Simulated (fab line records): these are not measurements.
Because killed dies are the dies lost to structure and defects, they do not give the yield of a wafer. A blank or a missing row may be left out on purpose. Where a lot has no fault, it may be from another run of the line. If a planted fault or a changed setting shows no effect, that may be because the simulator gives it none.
fab line records	flow n5-finfet	part 1 of 2: steps 1 to 16 of 22
record: lots: 5	wafers: 15	last-day: 18
route steps=1938 shown BEOL_M3@961
lots untouched by any fault: they come from a run of this same line in which no faults occurred
start-h: the number of hours between the record's first day and the start of the first shown wafer of the lot	wait-h: hours elapsed since this lot's preceding step	" unchanged from the row above	L1.1+2: a row that stands for several wafers	- no value, or no start given	* or withheld: withheld	< > ~ a bound
route shown NAME@n: NAME is a module with steps in the file, n the number in the route of the first one	usual: mean/standard deviation taken from wafers without a fault	same: alike in all rows	chamber/n: place in a boat	sites: readings site by site	_std_site: their standard deviation	_edge_site: the outer-site mean with the inner-site mean subtracted	radius-mm: how far each site lies from the wafer's centre	mask NAME#n: copy n	behind: the tool/chamber that last shaped the wafer	hold: what put the lot on hold/how long, in hours/how the hold closed	device: the transistor (n, p or np) that didn't switch	end of line: the route-end tests of the same wafers	step lacking rows: just its recipe	killed: dies that structure and defects cost at the first sort, which is not the same as the wafer's yield	map: a wafer's dies, x killed, . not, _ none there
set.NAME: the setting that was run; set.NAME@STEP: the one run at that earlier step	model.NAME: the simulator's own value behind a step, which no gauge read
certain route steps with their lots: each step a table, each wafer a row
services: a tool's chamber out of use, with start hour (start-h, from the record's first day; less than 0 if before it), hours out, and reason
== steps ==
step: N5_BEOL_M3_EBR_24
recipe: solvent: PGMEA	ebr-width-mm: 1.5
usual: resist-line-temp-C: 22.97/0.1
lot.wafer	tool	chamber	start-h	wait-h	resist-line-temp-C
L076.2	litho-track-04	0	-	-	23.16
L076.4	"	0	"	"	23.03
L076.5	"	0	"	"	23.07
L077.1	litho-track-04	0	-	-	22.95
L077.3	"	0	"	"	22.77
L077.5	"	0	"	"	22.85
L079.2	litho-track-05	0	-	-	22.99
L079.3	"	0	"	"	22.83
L079.4	"	0	"	"	23.05
L093.1	litho-track-04	0	-	-	23.02
L093.2	"	0	"	"	23.11
L093.4	"	0	"	"	23.10
L095.1	litho-track-04	0	-	-	22.88
L095.3	"	0	"	"	22.89
L095.4	"	0	"	"	22.86
step: N5_BEOL_M3_SOFTBAKE_23
recipe: temp-c: 110	time-s: 60	resist: CAR-EUV
usual: resist-line-temp-C: 23.00/0.11
lot.wafer	tool	chamber	start-h	wait-h	resist-line-temp-C
L076.2	litho-track-04	0	-	-	23.17
L076.4	"	0	"	"	22.96
L076.5	"	0	"	"	23.01
L077.1	litho-track-04	0	-	-	22.85
L077.3	"	0	"	"	23.10
L077.5	"	0	"	"	23.04
L079.2	litho-track-05	0	-	-	22.86
L079.3	"	0	"	"	22.91
L079.4	"	0	"	"	22.98
L093.1	litho-track-04	0	-	-	23.01
L093.2	"	0	"	"	23.05
L093.4	"	0	"	"	23.17
L095.1	litho-track-04	0	-	-	22.94
L095.3	"	0	"	"	22.99
L095.4	"	0	"	"	22.95
step: N5_BEOL_M3_EXPOSE_25
recipe: mask-id: V2	na: 0.33	source-shape: quasar	sigma-inner: 0.2	sigma-outer: 0.8	polarization: unpolarized	defocus-nm: 5	dose-mj: 63
usual: exposure-dose-mJ-cm2: 63.09/0.25
same: dipole-opening-deg: 30	sigma-outer: 0.8
lot.wafer	tool	chamber	start-h	wait-h	mask	exposure-dose-mJ-cm2
L076.2	euv-scanner-02	0	175.92	-	V2#0	63.25
L076.4	"	0	"	"	V2#0	63.22
L076.5	"	0	"	"	V2#0	63.31
L077.1	euv-scanner-02	0	186.38	-	V2#0	63.21
L077.3	"	0	"	"	V2#0	63.31
L077.5	"	0	"	"	V2#0	63.31
L079.2	euv-scanner-02	0	186.81	-	V2#0	63.27
L079.3	"	0	"	"	V2#0	63.22
L079.4	"	0	"	"	V2#0	63.26
L093.1	euv-scanner-01	0	264.25	-	V2#0	62.92
L093.2	"	0	"	"	V2#0	62.84
L093.4	"	0	"	"	V2#0	62.89
L095.1	euv-scanner-01	0	273.81	-	V2#0	62.66
L095.3	"	0	"	"	V2#0	62.60
L095.4	"	0	"	"	V2#0	62.69
step: N5_BEOL_M3_PEB_26
recipe: peb-temp-c: 100	peb-time-s: 60	resist: CAR-EUV
usual: resist-line-temp-C: 22.99/0.11
lot.wafer	tool	chamber	start-h	wait-h	resist-line-temp-C
L076.2	litho-track-05	0	175.99	0.1	22.97
L076.4	"	0	"	"	22.98
L076.5	"	0	"	"	22.98
L077.1	litho-track-05	0	186.46	0.1	23.11
L077.3	"	0	"	"	23.17
L077.5	"	0	"	"	23.07
L079.2	litho-track-04	0	186.88	0.1	22.79
L079.3	"	0	"	"	22.84
L079.4	"	0	"	"	23.04
L093.1	litho-track-05	0	264.33	0.1	22.86
L093.2	"	0	"	"	22.91
L093.4	"	0	"	"	22.82
L095.1	litho-track-05	0	273.89	0.1	22.83
L095.3	"	0	"	"	23.01
L095.4	"	0	"	"	22.87
step: N5_BEOL_M3_DEVELOP_27
recipe: develop-time-s: 30	developer: TMAH	resist: CAR-EUV	rinse-liquid: surfactant-rinse	dry: air-spin	dev-temp-c: 23
usual: resist-line-temp-C: 23.03/0.1
lot.wafer	tool	chamber	start-h	wait-h	resist-line-temp-C
L076.2	litho-track-05	0	-	-	23.12
L076.4	"	0	"	"	23.14
L076.5	"	0	"	"	23.00
L077.1	litho-track-05	0	-	-	23.02
L077.3	"	0	"	"	22.85
L077.5	"	0	"	"	23.04
L079.2	litho-track-04	0	-	-	23.17
L079.3	"	0	"	"	22.91
L079.4	"	0	"	"	22.92
L093.1	litho-track-05	0	-	-	23.12
L093.2	"	0	"	"	23.05
L093.4	"	0	"	"	23.04
L095.1	litho-track-05	0	-	-	23.00
L095.3	"	0	"	"	23.15
L095.4	"	0	"	"	23.04
step: N5_BEOL_M3_CD_MEAS_28
recipe: target-cd-nm: 25.7	landing-energy-ev: 500	detector: se-inlens	target-cd-y-nm: 23.3	polarity: opening
usual: cd-nm: 25.65/0.27
lot.wafer	tool	chamber	start-h	wait-h	cd-nm
L076.2	cd-sem-02	0	176.06	-	25.97
L076.4	"	0	"	"	25.91
L076.5	"	0	"	"	25.37
L077.1	cd-sem-01	0	186.52	-	25.43
L077.3	"	0	"	"	26.02
L077.5	"	0	"	"	25.69
L079.2	cd-sem-01	0	186.95	-	25.63
L079.3	"	0	"	"	25.73
L079.4	"	0	"	"	25.64
L093.1	cd-sem-03	0	264.40	-	25.33
L093.2	"	0	"	"	25.62
L093.4	"	0	"	"	26.06
L095.1	cd-sem-03	0	273.95	-	25.79
L095.3	"	0	"	"	25.79
L095.4	"	0	"	"	25.79
step: N5_BEOL_M3_OVL_MEAS_29
recipe: points-per-wafer: 522
usual: V2_OVL: -0.2/0.64
lot.wafer	tool	chamber	start-h	wait-h	V2_OVL[nm]
L076.2	overlay-02	0	176.10	0.0	0.0
L076.4	"	0	"	"	0.5
L076.5	"	0	"	"	0.0
L077.1	overlay-01	0	186.55	0.0	-0.8
L077.3	"	0	"	"	-0.7
L077.5	"	0	"	"	-0.9
L079.2	overlay-01	0	186.99	0.0	-0.6
L079.3	"	0	"	"	0.5
L079.4	"	0	"	"	-0.6
L093.1	overlay-02	0	264.43	0.0	-0.4
L093.2	"	0	"	"	-1.0
L093.4	"	0	"	"	-0.8
L095.1	overlay-02	0	273.98	0.0	-0.6
L095.3	"	0	"	"	-1.1
L095.4	"	0	"	"	-1.4
step: N5_BEOL_M3_INSPECT_30
recipe: mode: adi	inspect-instrument: brightfield
usual: raw-defect-count: 415/95
lot.wafer	tool	chamber	start-h	wait-h	raw-defect-count
L076.2	defect-inspect-02	-	176.15	0.0	251
L076.4	"	-	"	"	333
L076.5	"	-	"	"	386
L077.1	defect-inspect-01	-	186.61	0.1	396
L077.3	"	-	"	"	479
L077.5	"	-	"	"	464
L079.2	defect-inspect-02	-	187.05	0.0	368
L079.3	"	-	"	"	430
L079.4	"	-	"	"	364
L093.1	defect-inspect-01	-	264.54	0.1	366
L093.2	"	-	"	"	225
L093.4	"	-	"	"	252
L095.1	defect-inspect-02	-	274.04	0.1	453
L095.3	"	-	"	"	362
L095.4	"	-	"	"	392
step: N5_BEOL_M3_DESCUM_33
recipe: chemistry: O2	time-s: 7	source-power-w: 50	bias-power-w: 20	pressure-mtorr: 20	rf-frequency-hz: 2.712e+07	temp-c: 40	resist: CAR-EUV	o2-flow-sccm: 225
usual: bias-power-w: 19.99/0.066	drypump-motor-current-A: 5.7/0.45	oes-product-au: 0.84/0.064	rf-fwd-power-W: 49.40/0.21	rf-vpp-V: 243.0/1.2	showerhead-plenum-p-Torr: 2.08/0.055	throttle-valve-pct: 20.27/0.17
lot.wafer	tool	chamber	start-h	wait-h	bias-power-w	drypump-motor-current-A	oes-product-au	rf-fwd-power-W	rf-hours-counter-h	rf-vpp-V	showerhead-plenum-p-Torr	throttle-valve-pct
L076.2	rie-diel-01	3	176.18	0.0	19.88	6.0	0.86	49.33	47	242.4	2.13	20.31
L076.4	"	1	"	"	19.94	5.4	0.88	49.29	30	242.2	2.06	20.02
L076.5	"	0	"	"	20.11	5.5	0.91	49.26	-	242.9	2.04	20.10
L077.1	rie-diel-01	2	186.89	0.3	19.88	5.2	0.92	49.91	21	242.9	2.06	20.29
L077.3	"	0	"	"	19.92	5.5	0.90	49.40	26	243.8	2.04	20.08
L077.5	"	0	"	"	19.98	5.5	0.91	49.33	-	242.8	2.04	20.09
L079.2	rie-diel-03	0	187.22	0.2	19.96	6.1	0.83	49.50	62	243.2	2.10	20.38
L079.3	"	3	"	"	19.94	6.5	0.89	49.41	32	242.4	2.23	20.30
L079.4	"	1	"	"	20.05	6.6	0.77	49.20	158	243.8	2.06	20.31
L093.1	rie-diel-01	1	264.58	0.0	20.03	5.4	0.84	49.35	59	241.7	2.05	20.07
L093.2	"	2	"	"	19.87	5.3	0.87	49.69	46	241.6	2.05	20.32
L093.4	"	0	"	"	20.14	5.5	0.87	49.54	51	241.8	2.03	20.14
L095.1	rie-diel-01	3	274.22	0.2	20.05	6.0	0.82	49.22	79	242.7	2.11	20.36
L095.3	"	0	"	"	20.05	5.5	0.86	49.34	54	241.4	2.03	20.13
L095.4	"	1	"	"	19.98	5.4	0.83	49.17	62	240.6	2.05	20.07
step: N5_BEOL_M3_ETCH_77
recipe: chemistry: N2/H2	target: underlayer	target-depth-a: 65	mask-material: CAR-EUV	time-s: 5.2	ion-energy-ev: 200	pressure-mtorr: 30	source-w: 840	bias-w: 150	n2-flow-sccm: 200	h2-flow-sccm: 200	ends: cleared
usual: drypump-motor-current-A: 5.7/0.46	etch-rf-on-time-s: 5.19/0.22	h2-flow-sccm: 200.0/0.65	oes-product-au: 0.71/0.056	rf-fwd-power-W: 819.5/2.5	rf-vpp-V: 523.4/2.2	showerhead-plenum-p-Torr: 2.52/0.072	throttle-valve-pct: 17.63/0.26
lot.wafer	tool	chamber	start-h	wait-h	drypump-motor-current-A	etch-rf-on-time-s	h2-flow-sccm	oes-product-au	rf-fwd-power-W	rf-hours-counter-h	rf-vpp-V	showerhead-plenum-p-Torr	throttle-valve-pct
L076.2	rie-diel-01	3	176.22	0.0	6.1	5.22	200.9	0.73	819.1	47	526.2	2.58	17.68
L076.4	"	1	"	"	5.4	5.50	200.0	0.72	819.8	30	524.3	2.48	17.28
L076.5	"	0	"	"	5.5	4.89	198.3	0.79	817.0	-	523.7	2.47	17.57
L077.1	rie-diel-01	2	186.93	0.0	5.3	5.11	200.7	0.79	819.9	21	521.6	2.45	17.30
L077.3	"	0	"	"	5.5	4.84	199.4	0.79	819.1	26	523.3	2.47	17.58
L077.5	"	0	"	"	5.5	4.84	199.1	0.78	817.2	-	523.6	2.47	17.56
L079.2	rie-diel-03	0	187.25	0.0	6.1	4.93	201.0	0.72	819.6	62	524.7	2.58	18.06
L079.3	"	3	"	"	6.5	5.18	199.5	0.77	821.3	32	528.2	2.70	17.65
L079.4	"	1	"	"	6.6	5.23	199.6	0.65	817.1	158	520.9	2.52	17.78
L093.1	rie-diel-01	1	264.61	0.0	5.4	5.54	200.1	0.69	821.8	59	521.9	2.47	17.31
L093.2	"	2	"	"	5.3	5.11	200.1	0.72	820.4	46	523.9	2.44	17.35
L093.4	"	0	"	"	5.5	4.86	199.7	0.75	814.4	51	522.2	2.46	17.63
L095.1	rie-diel-01	3	274.25	0.0	6.0	5.19	200.6	0.70	819.6	79	524.7	2.56	17.75
L095.3	"	0	"	"	5.5	4.83	200.2	0.76	816.5	54	520.7	2.46	17.61
L095.4	"	1	"	"	5.4	5.47	199.5	0.69	812.6	62	522.4	2.47	17.35
step: N5_BEOL_M3_ETCH_69
recipe: chemistry: CF4	target: SiARC	target-depth-a: 156	mask-material: CAR-EUV	time-s: 26	ion-energy-ev: 80	pressure-mtorr: 40	source-w: 545	bias-w: 36	Ar_flow_sccm: 100	cf4-flow-sccm: 100	ends: cleared
usual: drypump-motor-current-A: 5.7/0.45	etch-rf-on-time-s: 26.2/0.86	oes-product-au: 0.71/0.054	rf-fwd-power-W: 532.5/2.3	rf-vpp-V: 183.9/1.1	showerhead-plenum-p-Torr: 2.13/0.057	throttle-valve-pct: 15.42/0.2
lot.wafer	tool	chamber	start-h	wait-h	drypump-motor-current-A	etch-rf-on-time-s	oes-product-au	rf-fwd-power-W	rf-hours-counter-h	rf-vpp-V	showerhead-plenum-p-Torr	throttle-valve-pct
L076.2	rie-diel-01	3	176.24	0.0	6.0	26.1	0.74	531.9	47	184.2	2.20	15.54
L076.4	"	1	"	"	5.5	27.2	0.73	532.1	30	182.8	2.11	15.24
L076.5	"	0	"	"	5.5	24.8	0.79	528.1	-	183.6	2.09	15.26
L077.1	rie-diel-01	2	186.94	0.0	5.3	25.7	0.78	533.8	21	183.7	2.09	15.21
L077.3	"	0	"	"	5.5	24.3	0.79	531.2	26	184.2	2.09	15.26
L077.5	"	0	"	"	5.5	24.4	0.79	531.7	-	183.4	2.09	15.26
L079.2	rie-diel-03	0	187.27	0.0	6.0	25.2	0.72	538.6	62	184.5	2.15	15.48
L079.3	"	3	"	"	6.5	26.2	0.76	531.9	32	184.8	2.26	15.29
L079.4	"	1	"	"	6.6	26.3	0.65	529.6	158	185.3	2.12	15.66
L093.1	rie-diel-01	1	264.63	0.0	5.4	27.8	0.69	530.3	59	183.1	2.10	15.29
L093.2	"	2	"	"	5.3	26.7	0.73	534.4	46	184.1	2.08	15.26
L093.4	"	0	"	"	5.5	25.1	0.74	531.8	51	183.4	2.08	15.31
L095.1	rie-diel-01	3	274.27	0.0	6.0	25.9	0.71	531.9	79	184.1	2.18	15.63
L095.3	"	0	"	"	5.5	24.9	0.74	530.5	54	184.1	2.08	15.32
L095.4	"	1	"	"	5.4	27.5	0.69	533.5	62	182.9	2.10	15.30
step: N5_BEOL_M3_ALD_98
recipe: material: SiO2	target-thk-a: 25	temp-c: 100	ald-precursor-family: BDEAS	ald-co-reactant: O2-plasma	pulse-time-s: 1	co-reactant-pulse-time-s: 1	purge-time-s: 2	co-reactant-purge-time-s: 2	ald-cycles: 17	pressure-torr: 2
usual: heater-power-w: 78/7.9	precursor-pulse-height-rel: 1.000/0.019	susceptor-temp-C: 100.02/0.14
same: pulse-time-s: 1
lot.wafer	tool	chamber	start-h	wait-h	heater-power-w	precursor-pulse-height-rel	since-wet-clean-h	susceptor-temp-C
L076.2	ald-sin-02	2	176.32	0.1	89	1.002	273	100.12
L076.4	"	0	"	"	76	0.995	273	100.10
L076.5	"	2	"	"	88	1.001	-	99.97
L077.1	ald-sin-04	1	187.03	0.1	72	0.977	179	100.00
L077.3	"	2	"	"	80	0.996	179	99.92
L077.5	"	1	"	"	70	0.984	-	100.16
L079.2	ald-sin-02	1	187.36	0.1	76	0.961	284	100.03
L079.3	"	2	"	"	89	1.036	284	99.81
L079.4	"	3	"	"	70	1.003	284	100.15
L093.1	ald-sin-02	0	264.71	0.1	75	0.996	362	100.27
L093.2	"	1	"	"	76	1.008	362	100.10
L093.4	"	3	"	"	71	0.990	362	100.10
L095.1	ald-sin-04	3	274.35	0.1	95	0.977	266	99.90
L095.3	"	0	"	"	73	1.003	266	99.95
L095.4	"	2	"	"	79	1.018	266	100.06
step: N5_BEOL_M3_ETCHBACK_99
recipe: chemistry: CHF3	target: SiO2	target-depth-a: 50	time-s: 10.4	source-w: 215	bias-w: 47	Ar_flow_sccm: 200	CHF3_flow_sccm: 12	ion-energy-ev: 100	pressure-mtorr: 30
usual: drypump-motor-current-A: 5.8/0.47	oes-product-au: 0.82/0.067	rf-fwd-power-W: 212.6/0.86	rf-vpp-V: 242/7.6	showerhead-plenum-p-Torr: 2.16/0.069	throttle-valve-pct: 16.97/0.17
lot.wafer	tool	chamber	start-h	wait-h	drypump-motor-current-A	oes-product-au	rf-fwd-power-W	rf-hours-counter-h	rf-vpp-V	showerhead-plenum-p-Torr	throttle-valve-pct
L076.2	rie-diel-03	3	188.21	11.8	6.5	0.89	212.1	32	235	2.31	16.97
L076.4	"	2	"	"	5.8	0.78	212.1	111	236	2.18	17.00
L076.5	"	3	"	"	6.5	0.89	213.1	-	237	2.31	16.97
L077.1	rie-diel-01	1	192.83	5.8	5.4	0.85	211.8	36	246	2.13	16.77
L077.3	"	2	"	"	5.2	0.91	214.0	23	245	2.11	16.75
L077.5	"	2	"	"	5.2	0.91	213.8	-	247	2.11	16.75
L079.2	rie-diel-01	0	195.93	8.5	5.5	0.90	212.5	30	245	2.12	16.91
L079.3	"	3	"	"	6.0	0.85	212.2	55	229	2.22	17.15
L079.4	"	1	"	"	5.4	0.85	212.7	38	245	2.13	16.78
L093.1	rie-diel-03	1	272.18	7.4	6.6	0.74	211.7	186	246	2.11	17.09
L093.2	"	0	"	"	6.1	0.81	213.2	89	249	2.15	16.99
L093.4	"	3	"	"	6.5	0.85	211.6	58	238	2.30	17.02
L095.1	rie-diel-03	3	289.48	15.1	6.5	0.84	211.9	64	237	2.30	17.00
L095.3	"	2	"	"	5.8	0.75	212.4	143	236	2.16	17.04
L095.4	"	1	"	"	6.6	0.73	212.0	191	247	2.11	17.09
step: N5_BEOL_M3_ETCH_70
recipe: chemistry: N2/H2	target: SOC	target-depth-a: 800	overetch-a: 160	mask-material: SiARC	temp-c: 40	time-s: 120	ion-energy-ev: 200	pressure-mtorr: 30	source-w: 840	bias-w: 150	n2-flow-sccm: 200	h2-flow-sccm: 200
usual: drypump-motor-current-A: 5.8/0.47	h2-flow-sccm: 199.9/0.61	oes-product-au: 0.63/0.046	rf-fwd-power-W: 835.5/2.6	rf-vpp-V: 523.9/2.2	showerhead-plenum-p-Torr: 2.53/0.078	throttle-valve-pct: 17.62/0.26
lot.wafer	tool	chamber	start-h	wait-h	drypump-motor-current-A	h2-flow-sccm	oes-product-au	rf-fwd-power-W	rf-hours-counter-h	rf-vpp-V	showerhead-plenum-p-Torr	throttle-valve-pct
L076.2	rie-diel-03	3	188.24	0.0	6.5	200.0	0.68	834.3	32	528.0	2.70	17.59
L076.4	"	2	"	"	5.8	200.4	0.60	837.1	111	524.1	2.57	17.63
L076.5	"	3	"	"	6.5	199.9	0.67	833.0	-	528.2	2.70	17.58
L077.1	rie-diel-01	1	192.87	0.0	5.4	199.7	0.66	835.3	36	521.5	2.48	17.26
L077.3	"	2	"	"	5.3	199.5	0.69	836.6	23	521.4	2.45	17.26
L077.5	"	2	"	"	5.3	200.0	0.69	838.9	-	520.9	2.45	17.26
L079.2	rie-diel-01	0	195.97	0.0	5.5	199.9	0.67	833.0	30	521.9	2.47	17.54
L079.3	"	3	"	"	6.0	199.9	0.65	833.2	55	526.8	2.57	17.68
L079.4	"	1	"	"	5.4	200.7	0.65	835.8	38	521.4	2.48	17.26
L093.1	rie-diel-03	1	272.21	0.0	6.6	200.0	0.57	831.0	186	521.8	2.51	17.80
L093.2	"	0	"	"	6.0	200.6	0.61	835.9	89	523.7	2.57	18.05
L093.4	"	3	"	"	6.5	201.0	0.65	838.5	58	530.0	2.69	17.65
L095.1	rie-diel-03	3	289.52	0.0	6.6	199.3	0.65	834.2	64	528.8	2.68	17.64
L095.3	"	2	"	"	5.8	200.0	0.58	833.8	143	523.7	2.55	17.67
L095.4	"	1	"	"	6.6	199.9	0.57	834.2	191	523.7	2.51	17.80
step: N5_BEOL_M3_STRIP_71
recipe: chemistry: N2/H2	temp-c: 40	n2-flow-sccm: 200	h2-flow-sccm: 200	rf-frequency-hz: 6e+07
lot.wafer	tool	chamber	start-h	wait-h
L076.2+4+5	rie-diel-03	3,2,3	188.32	0.0
L077.1+3+5	rie-diel-01	1,2,2	192.95	0.0
L079.2+3+4	rie-diel-01	0,3,1	196.05	0.0
L093.1+2+4	rie-diel-03	1,0,3	272.29	0.0
L095.1+3+4	rie-diel-03	3,2,1	289.60	0.0
step: N5_BEOL_M3_STRIP_78
recipe: chemistry: N2/H2	temp-c: 40	n2-flow-sccm: 200	h2-flow-sccm: 200	rf-frequency-hz: 6e+07
lot.wafer	tool	chamber	start-h	wait-h
L076.2+4+5	rie-diel-03	3,2,3	188.33	0.0
L077.1+3+5	rie-diel-01	1,2,2	192.96	0.0
L079.2+3+4	rie-diel-01	0,3,1	196.06	0.0
L093.1+2+4	rie-diel-03	1,0,3	272.30	0.0
L095.1+3+4	rie-diel-03	3,2,1	289.61	0.0
